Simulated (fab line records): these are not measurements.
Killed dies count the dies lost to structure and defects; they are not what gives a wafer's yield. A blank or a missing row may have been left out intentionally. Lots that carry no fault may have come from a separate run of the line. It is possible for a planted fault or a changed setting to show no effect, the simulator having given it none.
Chamber matching || flow nand harc || 4 sister chambers for NHARC_P_M2_ETCH_35 on rie diel-13
The step etches the open film in N2/H2, target depth 40 nm, overetch 12 nm, time 43.94 s. 4 wafers are shown with their chamber, then 8 later ones without.

## EACH WAFER AND ITS CHAMBER
{"wafer": "L077.6", "chamber": 2, "showerhead plenum p Torr (Torr)": 2.03}
{"wafer": "L086.3", "chamber": 1, "showerhead plenum p Torr (Torr)": 2.15}
{"wafer": "L086.5", "chamber": 0, "showerhead plenum p Torr (Torr)": 1.89}
{"wafer": "L085.2", "chamber": 3, "showerhead plenum p Torr (Torr)": 2.07}

## WAFERS WITHOUT THEIR CHAMBER
{"wafer": "L085.5", "showerhead plenum p Torr (Torr)": 2.03}
{"wafer": "L085.6", "showerhead plenum p Torr (Torr)": 2.07}
{"wafer": "L088.1", "showerhead plenum p Torr (Torr)": 2.03}
{"wafer": "L088.2", "showerhead plenum p Torr (Torr)": 2.14}
{"wafer": "L088.4", "showerhead plenum p Torr (Torr)": 2.07}
{"wafer": "L089.3", "showerhead plenum p Torr (Torr)": 1.89}
{"wafer": "L089.5", "showerhead plenum p Torr (Torr)": 2.07}
{"wafer": "L089.6", "showerhead plenum p Torr (Torr)": 2.03}

## CHAMBER TAKEN BY EACH
{"wafer": "L085.5", "from the rows above": 2, "in truth": 2}
{"wafer": "L085.6", "from the rows above": 3, "in truth": 3}
{"wafer": "L088.1", "from the rows above": 2, "in truth": 2}
{"wafer": "L088.2", "from the rows above": 1, "in truth": 1}
{"wafer": "L088.4", "from the rows above": 3, "in truth": 3}
{"wafer": "L089.3", "from the rows above": 0, "in truth": 0}
{"wafer": "L089.5", "from the rows above": 3, "in truth": 3}
{"wafer": "L089.6", "from the rows above": 2, "in truth": 2}
8 of 8 placed correctly. Not placeable from these rows: 0. Placed wrongly: 0.
How it was worked out, from the rows above alone: a wafer's distance from a chamber is the root of the sum, over the readings, of the square of ((its reading less the chamber's mean) divided by the reading's scatter). If the next closest chamber is less than 2 further off than the closest, the wafer can't be placed; otherwise it belongs to the closest. Each chamber's mean is taken over the wafers shown for it. The scatter: with one shown wafer a chamber, the root of the mean of the squares of how far each hidden wafer lies from its nearest shown one.
